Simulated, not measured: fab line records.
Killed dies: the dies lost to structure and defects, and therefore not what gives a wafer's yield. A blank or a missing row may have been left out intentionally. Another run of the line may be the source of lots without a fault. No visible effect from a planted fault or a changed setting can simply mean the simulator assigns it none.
Chamber matching    flow n5-finfet    rie-diel-04 running N5_BEOL_M14_DESCUM_33: 4 sister chambers
The step chemistry O2, time 7.9 s. 8 wafers are shown with their chamber, then 12 later ones without.

## WAFERS, EACH WITH ITS CHAMBER
wafer   chamber  showerhead-plenum-p-Torr (Torr)  drypump-motor-current-A (A)
L080.3  0        2.21                             6.1
L086.1  1        2.01                             5.6
L086.2  2        2.04                             5.1
L086.5  1        2.01                             5.6
L086.6  2        2.04                             5.2
L087.2  0        2.20                             6.1
L087.4  3        2.13                             5.1
L087.6  3        2.13                             5.1

## WAFERS WITHOUT THEIR CHAMBER
wafer   showerhead-plenum-p-Torr (Torr)  drypump-motor-current-A (A)
L092.1  2.03                             5.2
L092.2  2.20                             6.1
L092.5  2.01                             5.6
L094.1  2.20                             6.1
L094.5  2.00                             5.5
L094.6  2.03                             5.2
L082.1  2.03                             5.2
L082.3  2.20                             6.1
L082.6  2.03                             5.2
L093.1  2.00                             5.6
L093.4  2.12                             5.1
L093.5  2.00                             5.6

## WHICH CHAMBER EACH ONE RAN IN
wafer   from the rows above  in truth
L092.1  2                    2
L092.2  0                    0
L092.5  1                    1
L094.1  0                    0
L094.5  1                    1
L094.6  2                    2
L082.1  2                    2
L082.3  0                    0
L082.6  2                    2
L093.1  1                    1
L093.4  3                    3
L093.5  1                    1
Placed correctly: 12 of 12. From these rows, 0 cannot be placed. Number placed wrongly: 0.
How it was worked out, from the rows above alone: a wafer's distance from a chamber is the root of the sum, over the readings, of the square of ((its reading less the chamber's mean) divided by the reading's scatter). If the next closest chamber is less than 2 further off than the closest, the wafer can't be placed; otherwise it belongs to the closest. The mean given for a chamber averages the wafers shown for that chamber. How the scatter is found: for the shown wafers, subtract from each reading the mean of its chamber, square and add these, divide the total by (wafers less chambers), then take the root.
